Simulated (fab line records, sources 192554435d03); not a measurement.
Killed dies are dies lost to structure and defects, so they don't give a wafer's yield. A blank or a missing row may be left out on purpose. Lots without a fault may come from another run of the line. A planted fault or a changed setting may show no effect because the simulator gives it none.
fab line records | flow n5_finfet | part 2 of 2: steps 15 to 24 of 24
record lots=5 wafers=15 last_day=18
route steps=1938 shown BEOL_M1@787
lots that met no fault: from a run of the same line without faults
start_h: hours from the record's first day to the start of the lot's first wafer shown | wait_h: hours since the lot's step before | " the same as in the row above | L1.1+2: a row that stands for several wafers | - no value, or no start given | * or withheld: withheld | < > ~ a bound
route shown NAME@n: a module of which the file shows steps, and the number in the route of the first | usual: mean/standard deviation of fault-free wafers | same: alike in all rows | chamber/n: place in a boat | sites: the reading at each site | _std_site: their standard deviation | _edge_site: outer sites' mean less inner sites' | radius_mm: how far each site lies from the wafer's centre | mask NAME#n: copy n | behind: the tool/chamber that last shaped the wafer | hold: why the lot was held/for how many hours/how that ended | device: the transistor (n, p or np) that didn't switch | end of line: the same wafers' tests at the end of the route | a step without rows: its recipe alone | killed: dies lost to structure and defects at the first sort, not the wafer's yield | map: a wafer's dies, x killed, . not, _ none there
set.NAME: the setting as run; set.NAME@STEP: as run at that earlier step | model.NAME: the simulator's own value behind a step, which no gauge read
lots at some steps of the route; a table a step, a row a wafer
services: from which hour (start_h, from the record's first day; less than 0 if before it) a tool's chamber was out of use, for how many hours, and why
## steps
# step N5_BEOL_M1_ETCH_41
# recipe chemistry=CH3F/O2 target=SiCN target_depth_a=319 taper_deg=2 time_s=57.8 ion_energy_ev=120 mask_material=TiN pressure_mtorr=30 source_w=395 bias_w=75 Ar_flow_sccm=150 CH3F_flow_sccm=30 O2_flow_sccm=20
# usual O2_flow_sccm=19.99/0.06 drypump_motor_current_A=5.8/0.42 oes_product_au=0.77/0.088 rf_vpp_V=297.2/1.8 showerhead_plenum_p_Torr=1.99/0.078 throttle_valve_pct=16.27/0.28
# columns lot.wafer tool chamber start_h wait_h O2_flow_sccm drypump_motor_current_A oes_product_au rf_hours_counter_h rf_vpp_V showerhead_plenum_p_Torr throttle_valve_pct
L079.1 rie_diel-01 2 - - 19.99 5.4 0.72 206 294.7 1.90 16.29
L079.2 " 3 " " 19.99 6.0 0.66 227 294.5 1.88 16.26
L079.3 " 1 " " 19.98 5.5 0.73 180 299.0 2.07 16.47
L085.2 rie_diel-02 3 - - 19.89 6.2 0.71 217 294.7 1.91 16.62
L085.3 " 1 " " 19.89 5.7 0.89 31 299.5 2.13 15.88
L085.6 " 3 " " 19.90 6.2 0.71 - 294.3 1.91 16.64
L089.1 rie_diel-01 2 - - 19.95 5.4 0.71 223 296.5 1.89 16.31
L089.3 " 1 " " 20.12 5.5 0.71 198 297.7 2.06 16.51
L089.6 " 0 " " 20.02 5.6 0.87 - 298.4 2.04 15.84
L092.1 rie_diel-06 2 - - 20.02 6.2 0.69 207 295.9 1.90 16.76
L092.3 " 1 " " 19.97 6.5 0.87 55 296.0 1.96 16.11
L092.5 " 2 " " 20.05 6.1 0.69 - 296.1 1.90 16.77
L097.1 rie_diel-06 2 - - 20.07 6.1 0.69 215 294.0 1.89 16.77
L097.3 " 1 " " 19.93 6.5 0.86 63 296.7 1.95 16.11
L097.5 " 0 " " 19.95 6.8 0.67 - 298.2 2.05 16.41
# step N5_BEOL_M1_STRIP_97
# recipe chemistry=N2/H2 time_s=10 power_w=450 temp_c=40 pressure_mtorr=20 rf_frequency_hz=6e+07 bias_power_w=7 n2_flow_sccm=200 h2_flow_sccm=200
# usual drypump_motor_current_A=5.8/0.42 oes_product_au=0.78/0.083 rf_vpp_V=59.1/0.89 showerhead_plenum_p_Torr=2.53/0.1 temp_c=39.98/0.11 throttle_valve_pct=23.6/0.39
# columns lot.wafer tool chamber start_h wait_h drypump_motor_current_A oes_product_au rf_hours_counter_h rf_vpp_V showerhead_plenum_p_Torr temp_c throttle_valve_pct
L079.1 rie_diel-01 2 - - 5.4 0.74 206 57.6 2.40 39.90 23.7
L079.2 " 3 " " 6.0 0.67 227 58.2 2.41 40.06 23.5
L079.3 " 1 " " 5.5 0.74 180 59.7 2.63 40.01 23.9
L085.2 rie_diel-02 3 - - 6.2 0.71 218 59.3 2.42 39.81 23.9
L085.3 " 1 " " 5.8 0.87 31 60.9 2.71 39.86 23.2
L085.6 " 3 " " 6.2 0.71 - 58.2 2.42 39.95 23.9
L089.1 rie_diel-01 2 - - 5.4 0.71 223 58.4 2.39 40.02 23.7
L089.3 " 1 " " 5.5 0.72 198 59.7 2.62 39.90 23.9
L089.6 " 0 " " 5.7 0.86 - 59.6 2.59 40.05 22.9
L092.1 rie_diel-06 2 - - 6.1 0.69 207 57.5 2.43 39.95 24.4
L092.3 " 1 " " 6.5 0.87 55 59.3 2.48 39.84 23.6
L092.5 " 2 " " 6.1 0.69 - 58.4 2.43 39.84 24.4
L097.1 rie_diel-06 2 - - 6.2 0.70 215 59.6 2.43 39.95 24.4
L097.3 " 1 " " 6.5 0.86 63 59.7 2.48 40.11 23.7
L097.5 " 0 " " 6.8 0.68 - 58.7 2.61 39.95 23.7
# step N5_BEOL_M1_OCD_MEAS_38
# usual trench_depth_nm=53.9/1
# columns lot.wafer tool chamber start_h wait_h trench_depth_nm
L079.1 ocd-01 - 162.81 - 55.5
L079.2 " - " " 52.8
L079.3 " - " " 54.2
L085.2 ocd-02 - 195.00 - 56.3
L085.3 " - " " 54.2
L085.6 " - " " 55.7
L089.1 ocd-02 - 216.08 - 54.9
L089.3 " - " " 54.2
L089.6 " - " " 54.7
L092.1 ocd-02 - 248.38 - 54.0
L092.3 " - " " 54.0
L092.5 " - " " 54.3
L097.1 ocd-01 - 272.74 - 54.0
L097.3 " - " " 54.8
L097.5 " - " " 52.5
# step N5_BEOL_M1_HM_STRIP_39
# recipe chemistry=peroxide_tin_strip material=TiN target_depth_a=250 temp_c=50 time_s=158
# usual bath_heat_duty_pct=7.1/0.82 temp_c=49.98/0.11
# columns lot.wafer tool chamber start_h wait_h bath_heat_duty_pct temp_c
L079.1 wet_bench-04 7 162.85 0.0 6.6 49.59
L079.2 " 2 " " 5.9 49.95
L079.3 " 3 " " 6.5 49.95
L085.2 wet_bench-01 4 195.03 0.0 7.2 49.90
L085.3 " 1 " " 8.0 49.73
L085.6 " 3 " " 6.8 50.11
L089.1 wet_bench-06 4 216.11 0.0 8.7 50.03
L089.3 " 0 " " 7.9 49.84
L089.6 " 3 " " 7.4 50.09
L092.1 wet_bench-01 4 248.41 0.0 5.7 50.05
L092.3 " 3 " " 7.1 49.92
L092.5 " 7 " " 8.7 49.94
L097.1 wet_bench-04 3 272.77 0.0 5.7 49.86
L097.3 " 2 " " 7.2 49.90
L097.5 " 7 " " 6.3 49.98
# step N5_BEOL_M1_SRD_40
# recipe time_s=30 temp_c=23 rinse_liquid=diw dry=ipa_marangoni
# usual bath_heat_duty_pct=3.6/0.51 temp_c=22.99/0.09
# columns lot.wafer tool chamber start_h wait_h bath_heat_duty_pct temp_c
L079.1 wet_bench-04 7 162.89 0.0 3.6 22.91
L079.2 " 2 " " 3.4 23.04
L079.3 " 3 " " 3.3 23.04
L085.2 wet_bench-01 4 195.07 0.0 3.0 22.93
L085.3 " 1 " " 3.8 23.05
L085.6 " 3 " " 3.9 23.00
L089.1 wet_bench-06 4 216.16 0.0 4.5 22.96
L089.3 " 0 " " 4.1 22.88
L089.6 " 3 " " 4.6 22.95
L092.1 wet_bench-01 4 248.46 0.0 3.3 22.90
L092.3 " 3 " " 3.5 22.89
L092.5 " 7 " " 4.8 23.11
L097.1 wet_bench-04 3 272.81 0.0 3.4 22.88
L097.3 " 2 " " 3.2 22.78
L097.5 " 7 " " 3.2 23.19
# step N5_BEOL_M1_PRECLEAN_42
# recipe chemistry=residue_remover time_s=60 temp_c=40
# usual bath_heat_duty_pct=4.5/0.65 temp_c=40.01/0.1
# columns lot.wafer tool chamber start_h wait_h bath_heat_duty_pct temp_c
L079.1 wet_bench-04 7 162.91 0.0 4.0 40.19
L079.2 " 2 " " 4.4 40.19
L079.3 " 3 " " 3.8 39.97
L085.2 wet_bench-01 4 195.09 0.0 3.7 40.10
L085.3 " 1 " " 4.9 39.93
L085.6 " 3 " " 3.6 40.00
L089.1 wet_bench-06 4 216.18 0.0 5.4 39.86
L089.3 " 0 " " 4.6 40.12
L089.6 " 3 " " 4.6 40.08
L092.1 wet_bench-01 4 248.48 0.0 4.5 40.03
L092.3 " 3 " " 4.7 39.85
L092.5 " 7 " " 5.2 40.07
L097.1 wet_bench-04 3 272.83 0.0 4.3 40.06
L097.3 " 2 " " 4.8 40.12
L097.5 " 7 " " 3.3 40.10
# step N5_BEOL_M1_SRD_43
# recipe time_s=30 temp_c=23 rinse_liquid=diw dry=ipa_marangoni
# usual bath_heat_duty_pct=3.6/0.63 temp_c=23.00/0.11
# columns lot.wafer tool chamber start_h wait_h bath_heat_duty_pct temp_c
L079.1 wet_bench-04 7 162.93 0.0 3.4 23.01
L079.2 " 2 " " 3.4 23.13
L079.3 " 3 " " 3.5 23.00
L085.2 wet_bench-01 4 195.11 0.0 3.0 23.05
L085.3 " 1 " " 5.0 22.95
L085.6 " 3 " " 3.1 22.96
L089.1 wet_bench-06 4 216.19 0.0 3.2 22.99
L089.3 " 0 " " 4.0 23.17
L089.6 " 3 " " 3.5 23.07
L092.1 wet_bench-01 4 248.50 0.0 2.7 23.17
L092.3 " 3 " " 3.4 22.95
L092.5 " 7 " " 3.9 23.03
L097.1 wet_bench-04 3 272.85 0.0 4.3 23.02
L097.3 " 2 " " 3.8 23.01
L097.5 " 7 " " 2.9 22.95
# step N5_BEOL_M1_CD_MEAS_35
# recipe target_cd_nm=18 target_cd_y_nm=21 polarity=opening
# usual cd_nm=17.7/0.43
# columns lot.wafer tool chamber start_h wait_h cd_nm
L079.1 cd_sem-02 - 162.97 0.0 18.2
L079.2 " - " " 17.4
L079.3 " - " " 17.0
L085.2 cd_sem-01 - 195.15 0.0 18.1
L085.3 " - " " 16.9
L085.6 " - " " 17.4
L089.1 cd_sem-02 - 216.23 0.0 18.0
L089.3 " - " " 17.7
L089.6 " - " " 17.8
L092.1 cd_sem-01 - 248.54 0.0 18.2
L092.3 " - " " 17.9
L092.5 " - " " 17.7
L097.1 cd_sem-01 - 272.89 0.0 17.8
L097.3 " - " " 17.7
L097.5 " - " " 17.8
# step N5_BEOL_M1_DEGAS_44
# recipe ambient=vacuum temp_c=250 time_s=60
# usual heater_power_w=349/39
# columns lot.wafer tool chamber start_h wait_h heater_power_w
L079.1 pvd_sputter-03 - 163.13 0.2 396
L079.2 " - " " 310
L079.3 " - " " 421
L085.2 pvd_sputter-01 - 195.62 0.5 335
L085.3 " - " " 314
L085.6 " - " " 364
L089.1 pvd_sputter-02 - 216.58 0.3 373
L089.3 " - " " 335
L089.6 " - " " 317
L092.1 pvd_sputter-01 - 248.80 0.3 369
L092.3 " - " " 337
L092.5 " - " " 319
L097.1 pvd_sputter-03 - 273.02 0.1 407
L097.3 " - " " 347
L097.5 " - " " 412
# step N5_BEOL_M1_PRE_CLEAN_45
# recipe gas=H2/He time_s=30 temp_c=250
# usual heater_power_w=349/40
# columns lot.wafer tool chamber start_h wait_h heater_power_w
L079.1 pvd_sputter-03 - 163.17 0.0 392
L079.2 " - " " 308
L079.3 " - " " 416
L085.2 pvd_sputter-01 - 195.66 0.0 348
L085.3 " - " " 324
L085.6 " - " " 365
L089.1 pvd_sputter-02 - 216.62 0.0 362
L089.3 " - " " 343
L089.6 " - " " 319
L092.1 pvd_sputter-01 - 248.84 0.0 371
L092.3 " - " " 348
L092.5 " - " " 324
L097.1 pvd_sputter-03 - 273.06 0.0 426
L097.3 " - " " 350
L097.5 " - " " 412
## services
# columns tool chamber start_h hours kind
rie_diel-02 - 147.33 14.6 pm
ald_sin-01 0 167.58 4.1 repair
wet_bench-01 - 170.38 2.2 repair
rie_diel-02 1 176.33 5.3 repair
ald_sin-03 - 198.43 4.7 repair
ald_sin-01 3 198.69 2.8 repair
rie_diel-01 3 198.80 7.3 repair
rie_diel-01 3 211.77 18.5 repair
ald_sin-04 0 222.14 10.2 repair
ald_sin-01 0 240.77 4.0 repair
ald_sin-04 0 241.69 12.6 repair
ald_sin-04 3 253.56 5.0 repair
ald_sin-03 - 268.42 14.0 pm
ald_sin-03 0 268.42 16.9 vent_cycle
ald_sin-03 1 268.42 14.0 vent_cycle
ald_sin-03 2 268.42 14.0 vent_cycle
ald_sin-03 3 268.42 14.0 vent_cycle
rie_diel-01 3 268.96 - clean
rie_diel-01 3 268.96 - consumable_replace:focus_ring
rie_diel-01 3 268.96 - consumable_replace:showerhead
rie_diel-01 3 268.96 16.1 scheduled_down
rie_diel-01 3 268.96 16.1 vent_cycle
